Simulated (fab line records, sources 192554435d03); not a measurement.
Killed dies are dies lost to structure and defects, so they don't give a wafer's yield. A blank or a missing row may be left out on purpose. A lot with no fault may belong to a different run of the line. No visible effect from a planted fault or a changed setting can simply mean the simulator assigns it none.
Matching of chambers || flow n5_finfet || N5_WELL_APT_DESCUM_30 on rie_diel-06: 4 sister chambers
The step chemistry O2, time 7.9 s. 14 wafers are shown with their chamber, then 7 later ones without.

== WAFERS PAIRED WITH THEIR CHAMBERS ==
{"wafer": "L076.1", "chamber": 2, "drypump_motor_current_A (A)": 5.4, "throttle_valve_pct (%)": 20.85, "rf_vpp_V (V)": 240.7}
{"wafer": "L076.3", "chamber": 0, "drypump_motor_current_A (A)": 5.3, "throttle_valve_pct (%)": 20.81, "rf_vpp_V (V)": 241.5}
{"wafer": "L076.4", "chamber": 1, "drypump_motor_current_A (A)": 6.7, "throttle_valve_pct (%)": 20.38, "rf_vpp_V (V)": 243.5}
{"wafer": "L078.1", "chamber": 1, "drypump_motor_current_A (A)": 6.7, "throttle_valve_pct (%)": 20.39, "rf_vpp_V (V)": 241.5}
{"wafer": "L078.2", "chamber": 0, "drypump_motor_current_A (A)": 5.3, "throttle_valve_pct (%)": 20.82, "rf_vpp_V (V)": 242.3}
{"wafer": "L078.4", "chamber": 0, "drypump_motor_current_A (A)": 5.3, "throttle_valve_pct (%)": 20.80, "rf_vpp_V (V)": 241.4}
{"wafer": "L080.1", "chamber": 1, "drypump_motor_current_A (A)": 6.7, "throttle_valve_pct (%)": 20.40, "rf_vpp_V (V)": 243.1}
{"wafer": "L080.5", "chamber": 3, "drypump_motor_current_A (A)": 5.2, "throttle_valve_pct (%)": 20.25, "rf_vpp_V (V)": 247.4}
{"wafer": "L080.6", "chamber": 0, "drypump_motor_current_A (A)": 5.3, "throttle_valve_pct (%)": 20.82, "rf_vpp_V (V)": 240.4}
{"wafer": "L088.1", "chamber": 3, "drypump_motor_current_A (A)": 5.1, "throttle_valve_pct (%)": 20.28, "rf_vpp_V (V)": 245.5}
{"wafer": "L088.2", "chamber": 2, "drypump_motor_current_A (A)": 5.4, "throttle_valve_pct (%)": 20.46, "rf_vpp_V (V)": 245.0}
{"wafer": "L088.3", "chamber": 0, "drypump_motor_current_A (A)": 5.3, "throttle_valve_pct (%)": 20.50, "rf_vpp_V (V)": 244.6}
{"wafer": "L088.4", "chamber": 1, "drypump_motor_current_A (A)": 6.7, "throttle_valve_pct (%)": 20.44, "rf_vpp_V (V)": 242.1}
{"wafer": "L088.5", "chamber": 1, "drypump_motor_current_A (A)": 6.6, "throttle_valve_pct (%)": 20.45, "rf_vpp_V (V)": 242.2}

SIGNATURES, as means of the wafers listed above
{"reading": "drypump_motor_current_A", "chamber 0": 5.300, "chamber 1": 6.680, "chamber 2": 5.400, "chamber 3": 5.150, "scatter within a chamber": 0.0361}
{"reading": "throttle_valve_pct", "chamber 0": 20.7500, "chamber 1": 20.4120, "chamber 2": 20.6550, "chamber 3": 20.2650, "scatter within a chamber": 0.126}
{"reading": "rf_vpp_V", "chamber 0": 242.040, "chamber 1": 242.480, "chamber 2": 242.850, "chamber 3": 246.450, "scatter within a chamber": 1.54}
Rule: a wafer's distance from a chamber is the root of the sum, over the readings, of the square of ((its reading less the chamber's mean) divided by the reading's scatter). The wafer belongs to the nearest chamber; if the next one is less than 2 further off, it can't be placed. The scatter is the square root of a quotient: the sum, over the shown wafers, of each reading's squared deviation from its chamber's mean, divided by wafers minus chambers.

== WAFERS WITHOUT THEIR CHAMBER ==
{"wafer": "L088.6", "drypump_motor_current_A (A)": 5.3, "throttle_valve_pct (%)": 20.50, "rf_vpp_V (V)": 246.3}
{"wafer": "L095.1", "drypump_motor_current_A (A)": 6.7, "throttle_valve_pct (%)": 20.45, "rf_vpp_V (V)": 242.3}
{"wafer": "L095.5", "drypump_motor_current_A (A)": 5.2, "throttle_valve_pct (%)": 20.29, "rf_vpp_V (V)": 244.5}
{"wafer": "L095.6", "drypump_motor_current_A (A)": 5.5, "throttle_valve_pct (%)": 20.48, "rf_vpp_V (V)": 246.3}
{"wafer": "L097.1", "drypump_motor_current_A (A)": 6.7, "throttle_valve_pct (%)": 20.46, "rf_vpp_V (V)": 240.0}
{"wafer": "L097.3", "drypump_motor_current_A (A)": 5.2, "throttle_valve_pct (%)": 20.28, "rf_vpp_V (V)": 245.4}
{"wafer": "L097.5", "drypump_motor_current_A (A)": 6.7, "throttle_valve_pct (%)": 20.45, "rf_vpp_V (V)": 242.2}

== EACH ONE'S CHAMBER ==
{"wafer": "L088.6", "from the rows above": "can't be placed: 0 or 2 or 3", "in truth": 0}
{"wafer": "L095.1", "from the rows above": 1, "in truth": 1}
{"wafer": "L095.5", "from the rows above": 3, "in truth": 3}
{"wafer": "L095.6", "from the rows above": 2, "in truth": 2}
{"wafer": "L097.1", "from the rows above": 1, "in truth": 1}
{"wafer": "L097.3", "from the rows above": 3, "in truth": 3}
{"wafer": "L097.5", "from the rows above": 1, "in truth": 1}
Correct placement for 6 of the 7. Cannot be placed on the basis of these rows: 1; the candidates contain the true chamber in 1. Number placed wrongly: 0.
